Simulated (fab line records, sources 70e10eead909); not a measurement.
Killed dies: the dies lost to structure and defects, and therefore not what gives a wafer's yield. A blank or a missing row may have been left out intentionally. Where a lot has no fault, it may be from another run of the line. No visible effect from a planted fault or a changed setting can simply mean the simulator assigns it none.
Chamber matching :: flow nand harc :: rie diel-03 running NHARC_A_CONTACT_DESCUM_47: 4 sister chambers
The step chemistry O2, time 3 s. 4 wafers are shown with their chamber, then 10 later ones without.

== WAFERS PAIRED WITH THEIR CHAMBERS ==
wafer: L082.1
chamber: 0
showerhead plenum p Torr (Torr): 1.93

wafer: L085.4
chamber: 3
showerhead plenum p Torr (Torr): 1.98

wafer: L087.1
chamber: 1
showerhead plenum p Torr (Torr): 1.99

wafer: L087.2
chamber: 2
showerhead plenum p Torr (Torr): 1.86

== WAFERS WITH NO CHAMBER GIVEN ==
wafer: L087.5
showerhead plenum p Torr (Torr): 1.97

wafer: L089.1
showerhead plenum p Torr (Torr): 1.86

wafer: L089.3
showerhead plenum p Torr (Torr): 1.97

wafer: L089.4
showerhead plenum p Torr (Torr): 1.99

wafer: L093.1
showerhead plenum p Torr (Torr): 1.99

wafer: L093.3
showerhead plenum p Torr (Torr): 1.97

wafer: L093.5
showerhead plenum p Torr (Torr): 1.99

wafer: L097.2
showerhead plenum p Torr (Torr): 1.98

wafer: L097.3
showerhead plenum p Torr (Torr): 1.97

wafer: L097.6
showerhead plenum p Torr (Torr): 1.85

== EACH ONE'S CHAMBER ==
wafer: L087.5
from the rows above: can't be placed: 3 or 1
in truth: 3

wafer: L089.1
from the rows above: 2
in truth: 2

wafer: L089.3
from the rows above: can't be placed: 3 or 1
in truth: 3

wafer: L089.4
from the rows above: can't be placed: 1 or 3
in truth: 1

wafer: L093.1
from the rows above: can't be placed: 1 or 3
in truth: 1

wafer: L093.3
from the rows above: can't be placed: 3 or 1
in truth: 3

wafer: L093.5
from the rows above: can't be placed: 1 or 3
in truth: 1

wafer: L097.2
from the rows above: can't be placed: 3 or 1
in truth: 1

wafer: L097.3
from the rows above: can't be placed: 3 or 1
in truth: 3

wafer: L097.6
from the rows above: 2
in truth: 2
Correctly placed: 2 of 10. These rows do not allow placing 8 (true chamber among the candidates in 8). Placed wrongly: 0.
How it was worked out, from the rows above alone: a wafer's distance from a chamber is the root of the sum, over the readings, of the square of ((its reading less the chamber's mean) divided by the reading's scatter). The wafer belongs to the nearest chamber; if the next one is less than 2 further off, it can't be placed. A chamber's mean is the mean of its shown wafers. The scatter: root of mean squared gap, hidden wafer to nearest shown wafer, with one shown wafer a chamber.
